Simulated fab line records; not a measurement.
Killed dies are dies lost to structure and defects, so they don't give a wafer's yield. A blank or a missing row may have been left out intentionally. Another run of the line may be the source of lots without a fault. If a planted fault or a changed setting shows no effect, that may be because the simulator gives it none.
Matching of chambers + flow n5_finfet + N5_FIN_SAQP_ETCH_69 on rie_diel-05 has 4 sister chambers
The step etches SOC in N2/H2, stops on SiNx, target depth 150 nm. 8 wafers are shown with their chamber, then 8 later ones without.

## EACH WAFER AND ITS CHAMBER
| wafer  | chamber | showerhead_plenum_p_Torr (Torr) | throttle_valve_pct (%) |
|--------|---------|---------------------------------|------------------------|
| L079.6 | 3       | 2.62                            | 17.65                  |
| L084.3 | 2       | 2.37                            | 18.28                  |
| L087.1 | 3       | 2.62                            | 17.67                  |
| L087.4 | 1       | 2.48                            | 17.56                  |
| L090.1 | 2       | 2.36                            | 18.31                  |
| L090.3 | 0       | 2.44                            | 18.04                  |
| L090.5 | 1       | 2.48                            | 17.57                  |
| L092.2 | 0       | 2.44                            | 18.03                  |

## WAFERS WITH NO CHAMBER GIVEN
| wafer  | showerhead_plenum_p_Torr (Torr) | throttle_valve_pct (%) |
|--------|---------------------------------|------------------------|
| L092.4 | 2.48                            | 17.61                  |
| L092.6 | 2.61                            | 17.71                  |
| L094.1 | 2.44                            | 18.04                  |
| L094.5 | 2.36                            | 18.34                  |
| L094.6 | 2.61                            | 17.71                  |
| L096.2 | 2.48                            | 17.59                  |
| L096.4 | 2.44                            | 18.04                  |
| L096.6 | 2.48                            | 17.59                  |

## WHICH CHAMBER EACH WENT THROUGH
| wafer  | from the rows above | in truth |
|--------|---------------------|----------|
| L092.4 | 1                   | 1        |
| L092.6 | 3                   | 3        |
| L094.1 | 0                   | 0        |
| L094.5 | 2                   | 2        |
| L094.6 | 3                   | 3        |
| L096.2 | 1                   | 1        |
| L096.4 | 0                   | 0        |
| L096.6 | 1                   | 1        |
Correct placement for 8 of the 8. Left unplaced by these rows: 0. Number placed wrongly: 0.
How it was worked out, from the rows above alone: a wafer's distance from a chamber is the root of the sum, over the readings, of the square of ((its reading less the chamber's mean) divided by the reading's scatter). The wafer belongs to the nearest chamber; if the next one is less than 2 further off, it can't be placed. The mean given for a chamber averages the wafers shown for that chamber. The scatter: the root of (the sum of the squares of (reading less its chamber's mean) over the shown wafers, divided by (wafers less chambers)).
